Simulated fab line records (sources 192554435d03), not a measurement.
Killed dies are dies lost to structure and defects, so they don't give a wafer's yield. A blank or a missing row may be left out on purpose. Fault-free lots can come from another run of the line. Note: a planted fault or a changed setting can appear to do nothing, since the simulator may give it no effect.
Which tool was responsible? | flow n5 finfet | 72 wafers from 24 lots sampled at 5 of the route's 1938 steps

== WHAT THE GAUGES READ, wafer by wafer ==
N5_MOL_CONTACT_COAG_CD_MEAS_08: the cd target is 28 nm.
lot  | measured     | on        | cd nm (nm)
L074 | day 4 21:19  | cd sem-02 | 27.7 28.2 28.1
L075 | day 4 23:47  | cd sem-02 | 28.4 28.5 27.8
L076 | day 5 08:25  | cd sem-01 | 28.2 28.0 27.7
L077 | day 5 10:33  | cd sem-01 | 27.8 28.0 27.8
L078 | day 5 17:13  | cd sem-01 | 28.0 28.5 28.5
L079 | day 6 01:20  | cd sem-01 | 27.9 27.5 27.9
L080 | day 6 02:50  | cd sem-02 | 27.8 27.6 27.8
L081 | day 6 10:20  | cd sem-03 | 28.0 28.1 28.0
L082 | day 6 15:26  | cd sem-01 | 28.2 28.7 28.7
L083 | day 6 23:03  | cd sem-03 | 27.9 27.9 27.7
L084 | day 7 02:59  | cd sem-03 | 27.8 27.5 28.2
L085 | day 7 16:29  | cd sem-01 | 27.8 27.9 27.7
L086 | day 7 20:51  | cd sem-03 | 28.0 28.0 27.6
L087 | day 7 22:01  | cd sem-03 | 28.1 28.0 28.4
L088 | day 8 05:04  | cd sem-03 | 27.8 28.0 28.1
L089 | day 8 11:30  | cd sem-03 | 28.7 27.6 28.4
L090 | day 8 13:53  | cd sem-03 | 28.2 27.7 27.7
L091 | day 8 22:28  | cd sem-03 | 28.1 28.2 28.1
L092 | day 9 03:20  | cd sem-02 | 27.8 28.2 28.1
L093 | day 9 11:27  | cd sem-02 | 28.3 27.9 28.4
L094 | day 9 17:36  | cd sem-02 | 28.0 28.1 27.9
L095 | day 9 22:59  | cd sem-03 | 28.4 27.6 27.6
L096 | day 10 07:07 | cd sem-02 | 28.1 27.8 28.0
L097 | day 10 11:40 | cd sem-02 | 27.2 27.7 28.0

N5_MOL_CONTACT_COAG_INSPECT_10: inspects for defects (brightfield).
lot  | measured     | on                | raw defect count
L074 | day 4 21:24  | defect inspect-01 | 72 146 83
L075 | day 4 23:53  | defect inspect-02 | 104 74 68
L076 | day 5 08:30  | defect inspect-01 | 118 82 95
L077 | day 5 10:41  | defect inspect-02 | 93 75 63
L078 | day 5 17:18  | defect inspect-01 | 101 74 153
L079 | day 6 01:26  | defect inspect-01 | 72 48 69
L080 | day 6 02:56  | defect inspect-02 | 101 59 85
L081 | day 6 10:25  | defect inspect-01 | 52 58 54
L082 | day 6 15:32  | defect inspect-02 | 120 121 109
L083 | day 6 23:08  | defect inspect-01 | 99 87 89
L084 | day 7 03:05  | defect inspect-01 | 80 52 36
L085 | day 7 16:34  | defect inspect-01 | 87 87 73
L086 | day 7 20:56  | defect inspect-02 | 107 49 110
L087 | day 7 22:06  | defect inspect-01 | 85 77 122
L088 | day 8 05:10  | defect inspect-01 | 53 51 28
L089 | day 8 11:37  | defect inspect-01 | 65 21 45
L090 | day 8 13:59  | defect inspect-02 | 57 89 53
L091 | day 8 22:34  | defect inspect-01 | 63 72 134
L092 | day 9 03:26  | defect inspect-02 | 75 111 68
L093 | day 9 11:32  | defect inspect-02 | 86 73 90
L094 | day 9 17:41  | defect inspect-01 | 33 22 45
L095 | day 9 23:05  | defect inspect-02 | 134 67 95
L096 | day 10 07:11 | defect inspect-01 | 64 52 60
L097 | day 10 11:47 | defect inspect-01 | 84 89 73

== WHICH TOOL RAN EACH LOT (tool, then ch and the chambers of the sampled wafers, then the start) ==
lot  | N5_GATE_CUT_CMP_02            | N5_GATE_CUT_ETCH_36                | N5_GATE_CUT_ALD_22
L074 | cmp-01 ch 0,1, day 4 16:53    | rie diel-06 ch 0,2,3, day 4 17:41  | ald sin-02 ch 2,3, day 4 18:29
L075 | cmp-01 ch 1,2, day 4 19:02    | rie diel-05 ch 1,2, day 4 20:10    | ald sin-02 ch 0,1, day 4 20:58
L076 | cmp-03 ch 1,2,3, day 5 02:21  | rie diel-02 ch 0,3, day 5 03:17    | ald sin-04 ch 0,1,3, day 5 05:28
L077 | cmp-02 ch 1,3, day 5 04:58    | rie diel-06 ch 0,2,3, day 5 06:25  | ald sin-03 ch 0,2,3, day 5 07:44
L078 | cmp-03 ch 0,1,3, day 5 12:23  | rie diel-06 ch 0,1,3, day 5 13:21  | ald sin-03 ch 0,1,2, day 5 14:08
L079 | cmp-03 ch 1,2,3, day 5 19:56  | rie diel-06 ch 0,1, day 5 20:44    | ald sin-03 ch 0,2,3, day 5 21:52
L080 | cmp-02 ch 0,2,3, day 5 22:20  | rie diel-05 ch 0,3, day 5 23:07    | ald sin-02 ch 0,1,2, day 5 23:53
L081 | cmp-01 ch 0,2, day 6 05:11    | rie diel-02 ch 0,2, day 6 06:28    | ald sin-03 ch 0,1,3, day 6 07:31
L082 | cmp-03 ch 0,1,2, day 6 10:44  | rie diel-05 ch 0,3, day 6 11:43    | ald sin-03 ch 0,3, day 6 12:31
L083 | cmp-03 ch 1,2, day 6 17:59    | rie diel-02 ch 0,1,3, day 6 18:50  | ald sin-03 ch 0,1, day 6 19:59
L084 | cmp-03 ch 0,2, day 6 21:43    | rie diel-05 ch 2,3, day 6 23:16    | ald sin-02 ch 0,3, day 7 00:02
L085 | cmp-03 ch 0,1,3, day 7 12:00  | rie diel-05 ch 0,1, day 7 12:52    | ald sin-03 ch 0,2,3, day 7 13:40
L086 | cmp-03 ch 0,1,2, day 7 15:53  | rie diel-05 ch 1,2,3, day 7 16:44  | ald sin-02 ch 0,1,3, day 7 17:53
L087 | cmp-01 ch 0,2,3, day 7 17:33  | rie diel-06 ch 1,2,3, day 7 18:19  | ald sin-03 ch 1,3, day 7 19:11
L088 | cmp-01 ch 0,3, day 8 00:01    | rie diel-02 ch 0,1,2, day 8 01:28  | ald sin-02 ch 0,2,3, day 8 02:15
L089 | cmp-02 ch 1,2,3, day 8 06:55  | rie diel-02 ch 0,1,2, day 8 07:46  | ald sin-02 ch 2,3, day 8 08:33
L090 | cmp-01 ch 0,2,3, day 8 09:26  | rie diel-02 ch 0,1,2, day 8 10:14  | ald sin-03 ch 0,2,3, day 8 11:04
L091 | cmp-02 ch 2,3, day 8 17:53    | rie diel-05 ch 0,2,3, day 8 18:52  | ald sin-03 ch 0,1,2, day 8 19:39
L092 | cmp-01 ch 0,1,2, day 8 21:08  | rie diel-02 ch 0,1,3, day 8 22:07  | ald sin-03 ch 0,1, day 9 00:31
L093 | cmp-01 ch 0,2,3, day 9 06:26  | rie diel-06 ch 0,1,2, day 9 07:34  | ald sin-03 ch 1,2, day 9 08:38
L094 | cmp-03 ch 0,1,2, day 9 13:10  | rie diel-05 ch 0,1,3, day 9 13:58  | ald sin-02 ch 2,3, day 9 14:46
L095 | cmp-01 ch 0,2,3, day 9 17:59  | rie diel-05 ch 0,2, day 9 18:53    | ald sin-02 ch 1,2, day 9 20:02
L096 | cmp-02 ch 0,2,3, day 9 23:46  | rie diel-02 ch 2,3, day 10 00:44   | ald sin-02 ch 1,3, day 10 01:31
L097 | cmp-02 ch 1,2,3, day 10 03:52 | rie diel-02 ch 0,2,3, day 10 07:40 | ald sin-03 ch 1,2,3, day 10 08:43
- N5_GATE_CUT_CMP_02: polishes, stops on SiO2, t overpolish 12.7 s, target thk 0 nm.
- N5_GATE_CUT_ETCH_36: etches SiARC in CF4, target depth 13 nm, time 21.7 s.
- N5_GATE_CUT_ALD_22: deposits SiNx, target thk 16 nm, pulse time 1 s, ald cycles 320.

== AS READ BY THE TOOLS THEMSELVES (means over the sampled wafers that have a number; for cases with no such wafer, the mark the record gives instead) ==
N5_GATE_CUT_CMP_02.
lot  | tool   | motor current A (A) | overpolish run s (s) | time to endpoint s (s)
L074 | cmp-01 | 8.8                 | 12.697               | 22
L075 | cmp-01 | 10.0                | 12.703               | 20
L076 | cmp-03 | 9.2                 | 12.698               | 24
L077 | cmp-02 | 9.4                 | 12.704               | 31
L078 | cmp-03 | 9.8                 | 12.697               | 24
L079 | cmp-03 | 9.2                 | 12.702               | 24
L080 | cmp-02 | 9.7                 | 12.701               | 26
L081 | cmp-01 | 8.5                 | 12.688               | 19
L082 | cmp-03 | 8.6                 | 12.694               | 23
L083 | cmp-03 | 8.5                 | 12.697               | 24
L084 | cmp-03 | 8.7                 | 12.704               | 24
L085 | cmp-03 | 9.4                 | 12.699               | 22
L086 | cmp-03 | 8.4                 | 12.699               | 26
L087 | cmp-01 | 9.1                 | 12.699               | 23
L088 | cmp-01 | 9.1                 | 12.699               | 24
L089 | cmp-02 | 9.5                 | 12.701               | 25
L090 | cmp-01 | 9.1                 | 12.690               | 27
L091 | cmp-02 | 9.8                 | 12.696               | 23
L092 | cmp-01 | 9.1                 | 12.701               | 25
L093 | cmp-01 | 9.1                 | 12.699               | 25
L094 | cmp-03 | 8.5                 | 12.700               | 27
L095 | cmp-01 | 9.3                 | 12.699               | 23
L096 | cmp-02 | 10.0                | 12.704               | 23
L097 | cmp-02 | 9.6                 | 12.705               | 28

N5_GATE_CUT_ETCH_36.
lot  | tool        | bias w (W) | drypump motor current A (A) | etch rf on time s (s) | oes product au (a.u.) | rf fwd power W (W) | rf vpp V (V) | showerhead plenum p Torr (Torr) | throttle valve pct (%)
L074 | rie diel-06 | 36.06      | 6.1                         | 21.7                  | 0.68                  | 531.4              | 185.0        | 2.17                            | 15.42
L075 | rie diel-05 | 36.01      | 5.8                         | 21.1                  | 0.66                  | 531.5              | 182.6        | 2.00                            | 15.49
L076 | rie diel-02 | 35.85      | 5.6                         | 21.0                  | 0.70                  | 533.9              | 183.6        | 2.13                            | 15.52
L077 | rie diel-06 | 35.98      | 6.1                         | 21.7                  | 0.68                  | 531.1              | 184.8        | 2.17                            | 15.43
L078 | rie diel-06 | 36.04      | 6.2                         | 21.6                  | 0.67                  | 532.5              | 183.9        | 2.10                            | 15.59
L079 | rie diel-06 | 36.10      | 5.9                         | 21.7                  | 0.67                  | 532.6              | 183.3        | 2.09                            | 15.74
L080 | rie diel-05 | 36.03      | 5.8                         | 21.9                  | 0.70                  | 532.4              | 185.5        | 2.20                            | 15.71
L081 | rie diel-02 | 35.96      | 5.4                         | 21.3                  | 0.69                  | 532.9              | 184.1        | 2.18                            | 15.60
L082 | rie diel-05 | 35.94      | 5.8                         | 21.9                  | 0.71                  | 531.8              | 185.6        | 2.20                            | 15.72
L083 | rie diel-02 | 36.04      | 5.8                         | 20.9                  | 0.67                  | 532.8              | 183.3        | 2.09                            | 15.54
L084 | rie diel-05 | 36.03      | 5.9                         | 22.5                  | 0.65                  | 531.0              | 184.0        | 2.16                            | 15.74
L085 | rie diel-05 | 36.00      | 5.5                         | 20.5                  | 0.68                  | 530.3              | 184.1        | 2.06                            | 15.76
L086 | rie diel-05 | 36.04      | 5.8                         | 21.8                  | 0.64                  | 531.4              | 183.0        | 2.09                            | 15.77
L087 | rie diel-06 | 35.98      | 5.9                         | 21.6                  | 0.70                  | 533.5              | 184.5        | 2.13                            | 15.45
L088 | rie diel-02 | 35.96      | 5.7                         | 21.3                  | 0.66                  | 533.2              | 184.1        | 2.15                            | 15.62
L089 | rie diel-02 | 36.01      | 5.7                         | 21.1                  | 0.66                  | 530.3              | 184.2        | 2.15                            | 15.63
L090 | rie diel-02 | 35.94      | 5.6                         | 21.2                  | 0.66                  | 532.9              | 184.9        | 2.15                            | 15.62
L091 | rie diel-05 | 36.07      | 5.8                         | 21.8                  | 0.68                  | 531.6              | 183.0        | 2.10                            | 15.51
L092 | rie diel-02 | 36.11      | 5.8                         | 20.9                  | 0.66                  | 532.5              | 182.7        | 2.09                            | 15.57
L093 | rie diel-06 | 36.09      | 5.9                         | 22.1                  | 0.66                  | 533.8              | 183.6        | 2.14                            | 15.65
L094 | rie diel-05 | 36.01      | 5.6                         | 21.3                  | 0.67                  | 530.9              | 184.4        | 2.13                            | 15.78
L095 | rie diel-05 | 35.93      | 5.7                         | 20.5                  | 0.73                  | 530.2              | 183.0        | 2.06                            | 15.27
L096 | rie diel-02 | 36.07      | 5.9                         | 21.4                  | 0.71                  | 530.8              | 184.1        | 2.20                            | 15.58
L097 | rie diel-02 | 35.97      | 5.7                         | 21.3                  | 0.69                  | 532.5              | 184.0        | 2.16                            | 15.58

N5_GATE_CUT_ALD_22.
lot  | tool       | heater power outer w (W) | heater power w (W) | precursor pulse height rel
L074 | ald sin-02 | 504                      | 812                | 1.021
L075 | ald sin-02 | 546                      | 859                | 1.004
L076 | ald sin-04 | 525                      | 833                | 1.013
L077 | ald sin-03 | 496                      | 799                | 0.997
L078 | ald sin-03 | 477                      | 799                | 1.000
L079 | ald sin-03 | 495                      | 809                | 0.999
L080 | ald sin-02 | 542                      | 869                | 1.008
L081 | ald sin-03 | 479                      | 797                | 0.993
L082 | ald sin-03 | 480                      | 793                | 1.006
L083 | ald sin-03 | 461                      | 770                | 1.017
L084 | ald sin-02 | 525                      | 813                | 0.992
L085 | ald sin-03 | 500                      | 804                | 1.027
L086 | ald sin-02 | 529                      | 811                | 0.968
L087 | ald sin-03 | 488                      | 823                | 0.997
L088 | ald sin-02 | 530                      | 835                | 1.009
L089 | ald sin-02 | 504                      | 798                | 0.992
L090 | ald sin-03 | 503                      | 815                | 0.997
L091 | ald sin-03 | 474                      | 781                | 0.990
L092 | ald sin-03 | 461                      | 774                | 0.995
L093 | ald sin-03 | 476                      | 818                | 1.009
L094 | ald sin-02 | 480                      | 775                | 0.991
L095 | ald sin-02 | 516                      | 840                | 1.005
L096 | ald sin-02 | 486                      | 759                | 0.983
L097 | ald sin-03 | 491                      | 821                | 0.990

== THE ANSWER, worked out from the rows above alone ==
Rule: what is usual is taken from the lots themselves. Put in order of their means at a reading, lots are off if they are a third of the lots or fewer, leave a main group of 4 or more, and stand apart from it by a gap of 3 or more times the standard deviation of the main group's means; of several such gaps the widest counts. A main group whose means are all the same, to the digits that the tables above print for the reading, isn't used. Also off: a lot with no number at a reading for which 4 or more lots have one. Where the step has rows for the other lots, those lots are counted as sound. After the gauges, taken in route order, come the tools' own readings; for these a lot's mean is taken, as printed above. At the first step where some lot is off, the reading lying furthest off is the one used; lots without a number count as furthest.
Nothing can be told from this: no lot is off at any reading shown.

== WHAT THE SIMULATOR HAD INSERTED ==
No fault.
